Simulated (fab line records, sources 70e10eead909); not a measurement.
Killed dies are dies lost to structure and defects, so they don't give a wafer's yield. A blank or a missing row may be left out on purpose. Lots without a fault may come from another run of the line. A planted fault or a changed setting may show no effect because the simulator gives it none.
Tool commonality check | flow nand_harc | 2 lots, 6 wafers sampled

WHY IT WAS OPENED
At NHARC_END_SORT_01 the reading killed_at_array is flagged on 2 of 2 lots. Wafers without a fault read 25, standard deviation 9.5.
Rule: a lot is flagged when every wafer of it that has a number lies more than 4 standard deviations from that mean, or none has a number. The other lots count as sound.

lot  | measured     | on        | killed_at_array, wafer by wafer | flag
L749 | day 21 16:53 | prober-01 | 672 673 675                     | FLAGGED
L753 | day 21 23:04 | prober-01 | 670 668 670                     | FLAGGED
The numbers of the flagged lots are 671 on average: +646 against the usual, or +68 standard deviations.

WHICH TOOL RAN EACH LOT
The record holds 3 process steps before the reading, out of a route of 1159 steps. In each cell: the tool, then ch and the chambers that the sampled wafers went through, then the start.
lot  | flag    | NHARC_A_CONTACT_ETCH_49            | NHARC_A_CONTACT_ETCH_111             | NHARC_A_CONTACT_ETCH_113
L749 | FLAGGED | rie_diel-10 ch 1,3, day 18 18:05   | har_cap_etch-01 ch 0,1, day 18 19:40 | har_cap_etch-01 ch 0,1, day 18 19:55
L753 | FLAGGED | rie_diel-09 ch 0,1,2, day 18 15:38 | har_cap_etch-01 ch 0, day 18 16:40   | har_cap_etch-01 ch 0, day 18 16:57
What these steps do:
- NHARC_A_CONTACT_ETCH_49: etches the open film in N2/H2, target depth 260 nm, time 475.3 s.
- NHARC_A_CONTACT_ETCH_111: etches the open film in C4F8/O2/Ar, time 140 s, target depth 700 nm.
- NHARC_A_CONTACT_ETCH_113: etches the open film in C4F8/O2/Ar, time 94 s, target depth 922 nm.
- NHARC_END_SORT_01

FLAGGED OVER TOTAL, TOOL BY TOOL (the gauges that took the reading come last)
step                     | tool            | lots run | flagged | share of the flagged lots | sound lots run after its first flagged lot
NHARC_A_CONTACT_ETCH_49  | rie_diel-09     | 1        | 1       | some                      | 0
NHARC_A_CONTACT_ETCH_49  | rie_diel-10     | 1        | 1       | some                      | 0
NHARC_A_CONTACT_ETCH_111 | har_cap_etch-01 | 2        | 2       | all                       | 0
NHARC_A_CONTACT_ETCH_113 | har_cap_etch-01 | 2        | 2       | all                       | 0
NHARC_END_SORT_01        | prober-01       | 2        | 2       | all                       | 0

WHAT THE TABLE ALLOWS
3 rows of the table ran every flagged lot: har_cap_etch-01 at NHARC_A_CONTACT_ETCH_111, har_cap_etch-01 at NHARC_A_CONTACT_ETCH_113, prober-01 at NHARC_END_SORT_01.
- har_cap_etch-01 at NHARC_A_CONTACT_ETCH_111: 2 of its 2 lots flagged. It ran no sound lot before its first flagged lot in this sample, so the start can't be narrowed down.
- har_cap_etch-01 at NHARC_A_CONTACT_ETCH_113: 2 of its 2 lots flagged. It ran no sound lot before its first flagged lot in this sample, so the start can't be narrowed down.
- prober-01 at NHARC_END_SORT_01: 2 of its 2 lots flagged. It ran no sound lot before its first flagged lot in this sample, so the start can't be narrowed down.
Counting lots can't tell these 2 tools apart, because each fits a fault that began at some hour. More lots, or a look at what each step does to the wafer, might.

WHAT THE SIMULATOR HAD PUT IN
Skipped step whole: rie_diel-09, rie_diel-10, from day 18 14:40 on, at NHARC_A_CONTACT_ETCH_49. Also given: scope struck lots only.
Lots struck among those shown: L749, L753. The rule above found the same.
